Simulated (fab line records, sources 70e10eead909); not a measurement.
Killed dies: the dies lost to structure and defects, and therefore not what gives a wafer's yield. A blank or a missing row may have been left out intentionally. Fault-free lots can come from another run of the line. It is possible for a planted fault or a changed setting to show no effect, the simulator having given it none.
The tool behind it: which one?	flow nand harc	39 wafers from 13 lots sampled at 5 of the route's 1159 steps

## WHAT THE GAUGES SHOWED, per wafer
NHARC_A_CONTACT_INSPECT_23.
lot	measured	on	raw defect count
L909	day 17 12:39	defect inspect-02	259 262 349
L911	day 18 02:05	defect inspect-01	363 351 334
L912	day 18 10:01	defect inspect-02	385 356 409
L913	day 18 18:53	defect inspect-01	648 310 585
L915	day 19 06:43	defect inspect-01	429 611 540
L918	day 19 17:11	defect inspect-01	389 718 498
L919	day 19 23:40	defect inspect-01	316 349 461
L917	day 20 04:40	defect inspect-01	311 419 458
L916	day 20 04:49	defect inspect-01	393 382 473
L923	day 21 10:20	defect inspect-01	331 351 643
L929	day 22 18:46	defect inspect-01	327 523 394
L930	day 23 06:06	defect inspect-02	337 312 379
L931	day 23 06:51	defect inspect-01	449 469 403

NHARC_END_SORT_01.
lot	measured	on	killed at array	killed at other	killed at periphery	killed dies	killed open	killed short
L909	day 19 23:49	prober-02	17 20 22	0 0 0	8 6 7	25 26 29	1 3 2	2 1 1
L929	day 24 18:49	prober-02	22 26 26	0 2 2	4 3 3	26 31 31	5 6 3	2 0 1

## WHICH TOOL RAN EACH LOT (tool, then ch and the chambers of the sampled wafers, then the start)
lot	NHARC_A_CONTACT_ETCH_31	NHARC_A_CONTACT_ETCH_137	NHARC_A_BLC_SOFTBAKE_05
L909	rie diel-03 ch 2,3, day 17 04:24 or earlier	har cap etch-02 ch 0,1, day 17 04:24	litho track-04 ch 0, day 17 12:00
L911	rie diel-09 ch 2,3, day 17 19:20 or earlier	har cap etch-03 ch 0,1, day 17 19:20	litho track-01 ch 0, day 18 02:00
L912	rie diel-01 ch 0,1,3, day 18 06:39 or earlier	har cap etch-02 ch 0,1, day 18 06:39	litho track-06 ch 0, day 18 10:00
L913	rie diel-01 ch 0,2,3, day 18 11:32 or earlier	har cap etch-02 ch 0,1, day 18 11:32	litho track-04 ch 0, day 18 18:00
L915	rie diel-01 ch 1,2, day 19 01:14 or earlier	har cap etch-03 ch 0,1, day 19 01:14	litho track-01 ch 0, day 19 06:00
L918	rie diel-09 ch 1,2, day 19 13:54 or earlier	har cap etch-01 ch 0, day 19 13:54	litho track-06 ch 0, day 19 17:00
L919	rie diel-01 ch 0,3, day 19 20:17 or earlier	har cap etch-01 ch 0,1, day 19 20:17	litho track-06 ch 0, day 19 23:00
L917	rie diel-01 ch 0,3, day 19 21:15 or earlier	har cap etch-03 ch 0,1, day 19 21:15	litho track-06 ch 0, day 20 04:00
L916	rie diel-03 ch 0,1,2, day 19 21:37 or earlier	har cap etch-02 ch 0,1, day 19 21:37	litho track-01 ch 0, day 20 04:00
L923	rie diel-01 ch 1,2, day 21 01:13 or earlier	har cap etch-02 ch 0,1, day 21 01:13	litho track-06 ch 0, day 21 10:00
L929	rie diel-03 ch 1,3, day 22 14:34 or earlier	har cap etch-01 ch 0,1, day 22 14:34	litho track-01 ch 0, day 22 18:00
L930	rie diel-01 ch 0,2, day 22 22:17 or earlier	har cap etch-01 ch 0,1, day 22 22:17	litho track-04 ch 0, day 23 06:00
L931	rie diel-01 ch 0,2, day 23 02:58 or earlier	har cap etch-02 ch 0,1, day 23 02:58	litho track-01 ch 0, day 23 06:00
- NHARC_A_CONTACT_ETCH_31: etches the open film in O2/COS, target depth 2000 nm, time 520 s.
- NHARC_A_CONTACT_ETCH_137: etches the open film in C4F8/O2/Ar, time 132 s, target depth 1287 nm.
- NHARC_A_BLC_SOFTBAKE_05: time 55 s.

## WHAT THE TOOLS THEMSELVES READ (means of the sampled wafers that have a number; where no wafer has one, the mark that the record gives instead)
NHARC_A_CONTACT_ETCH_31.
lot	tool	bias w (W)	drypump motor current A (A)	oes product au (a.u.)	rf vpp V (V)	showerhead plenum p Torr (Torr)	throttle valve pct (%)
L909	rie diel-03	299.8	5.3	1.001	313.5	3.05	28.335
L911	rie diel-09	299.9	5.6	0.999	316.1	3.23	28.333
L912	rie diel-01	299.9	6.0	0.993	314.8	3.13	28.335
L913	rie diel-01	300.0	5.8	0.998	314.9	3.16	28.328
L915	rie diel-01	299.3	5.9	0.994	312.3	2.99	28.344
L918	rie diel-09	299.9	5.3	1.001	313.2	3.00	28.344
L919	rie diel-01	300.0	6.0	1.002	313.9	3.17	28.325
L917	rie diel-01	300.5	5.9	0.998	316.7	3.26	28.325
L916	rie diel-03	299.2	5.3	1.004	315.4	3.23	28.337
L923	rie diel-01	300.3	5.8	0.998	312.9	3.01	28.322
L929	rie diel-03	299.6	4.9	1.005	314.1	3.11	28.329
L930	rie diel-01	299.2	5.6	0.993	314.6	3.14	28.337
L931	rie diel-01	300.0	5.6	0.990	314.2	3.14	28.335

NHARC_A_BLC_SOFTBAKE_05.
lot	tool	chill plate temp C (C)	heater power total W (W)
L909	litho track-04	23.03	188.61
L911	litho track-01	22.97	188.68
L912	litho track-06	23.05	188.35
L913	litho track-04	23.10	188.49
L915	litho track-01	23.08	188.36
L918	litho track-06	22.93	188.35
L919	litho track-06	23.06	188.37
L917	litho track-06	23.03	177.87
L916	litho track-01	22.89	188.43
L923	litho track-06	22.89	177.79
L929	litho track-01	23.01	188.44
L930	litho track-04	22.95	188.54
L931	litho track-01	22.96	188.36

## THE ANSWER, worked out from the rows above alone
Rule: the usual values come from the lots themselves. Put in order of their means at a reading, lots are off if they are a third of the lots or fewer, leave a main group of 4 or more, and stand apart from it by a gap of 3 or more times the standard deviation of the main group's means; of several such gaps the widest counts. If all means in a main group match to the digits the tables above print for the reading, that group is not used. Also off: a lot with no number at a reading for which 4 or more lots have one. All remaining lots with rows at the step are treated as sound. After the gauges, taken in route order, come the tools' own readings; for these a lot's mean is taken, as printed above. The first step at which some lot is off is used, and at that step the reading that is off furthest; a lot without a number counts as furthest.
Off: L917, L923 (NHARC_A_BLC_SOFTBAKE_05, heater power total W). For the main group the mean is 188.45 W and the standard deviation 0.11.
If a tool, at that step or one of the process steps before it, ran each lot that is off and ran no sound lot following the first of them, it fits. NHARC_A_CONTACT_ETCH_31: start missing for some lots; hours and lot order therefore follow NHARC_A_CONTACT_ETCH_137. One fits: NHARC_A_BLC_SOFTBAKE_05 on litho track-06. Its last sound lot is L919 (day 19 23:00), its first lot that is off L917 (day 20 04:00): a fault that began between those two fits.
On the lots that are off, the tool's own readings at NHARC_A_BLC_SOFTBAKE_05 differ by more than 5 times the standard deviation of the sound lots' means, which bears it out; heater power total W reads 177.83 W there versus 188.45 W on the sound lots.

## WHAT THE SIMULATOR HAD PUT IN
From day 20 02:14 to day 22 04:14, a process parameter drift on litho track-06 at NHARC_A_BLC_SOFTBAKE_05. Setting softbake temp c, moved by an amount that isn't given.
Lots struck among those shown: L917, L923. The rule above found the same.
